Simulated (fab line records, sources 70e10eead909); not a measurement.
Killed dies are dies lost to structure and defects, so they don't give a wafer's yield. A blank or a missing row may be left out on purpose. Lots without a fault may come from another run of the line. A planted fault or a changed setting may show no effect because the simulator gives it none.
Chamber matching | flow nand_harc | NHARC_P_M2_DEP_33 on pecvd-03: 3 sister chambers
The step deposits SiCN, target thk 30 nm. 16 wafers are shown with their chamber, then 8 later ones without.

WAFERS WITH THEIR CHAMBER
wafer  | chamber | rf_fwd_power_W (W) | heater_power_w (W)
L075.1 | 1       | 447.9              | 560
L075.2 | 2       | 448.4              | 596
L075.5 | 0       | 451.0              | 632
L077.1 | 1       | 449.4              | 618
L077.2 | 2       | 448.1              | 640
L077.5 | 0       | 448.7              | 595
L079.3 | 0       | 449.6              | 607
L079.4 | 2       | 448.7              | 659
L079.6 | 0       | 450.7              | 626
L082.2 | 1       | 448.0              | 557
L082.4 | 1       | 448.1              | 556
L082.6 | 0       | 448.5              | 544
L086.2 | 2       | 448.7              | 664
L086.4 | 0       | 449.7              | 585
L086.6 | 2       | 448.3              | 653
L089.2 | 1       | 446.3              | 654

SIGNATURES (means of the wafers above)
reading        | chamber 0 | chamber 1 | chamber 2 | scatter within a chamber
rf_fwd_power_W | 449.700   | 447.940   | 448.440   | 0.889
heater_power_w | 598.17    | 589.00    | 642.40    | 35.2
Rule: a wafer's distance from a chamber is the root of the sum, over the readings, of the square of ((its reading less the chamber's mean) divided by the reading's scatter). The wafer belongs to the nearest chamber; if the next one is less than 2 further off, it can't be placed. The scatter: the root of (the sum of the squares of (reading less its chamber's mean) over the shown wafers, divided by (wafers less chambers)).

WAFERS WITHOUT THEIR CHAMBER
wafer  | rf_fwd_power_W (W) | heater_power_w (W)
L089.4 | 448.4              | 663
L089.5 | 448.8              | 620
L091.2 | 449.5              | 628
L091.3 | 449.3              | 673
L091.6 | 450.7              | 669
L093.3 | 448.2              | 628
L093.5 | 447.7              | 639
L093.6 | 447.5              | 651

WHICH CHAMBER EACH WENT THROUGH
wafer  | from the rows above          | in truth
L089.4 | can't be placed: 2 or 1 or 0 | 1
L089.5 | can't be placed: 2 or 0 or 1 | 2
L091.2 | can't be placed: 0 or 2 or 1 | 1
L091.3 | can't be placed: 2 or 0 or 1 | 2
L091.6 | can't be placed: 0 or 2 or 1 | 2
L093.3 | can't be placed: 2 or 1 or 0 | 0
L093.5 | can't be placed: 2 or 1 or 0 | 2
L093.6 | can't be placed: 2 or 1 or 0 | 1
Placed correctly: 0 of 8. Can't be placed from these rows: 8 (the true chamber is among the candidates in 8). Placed wrongly: 0.
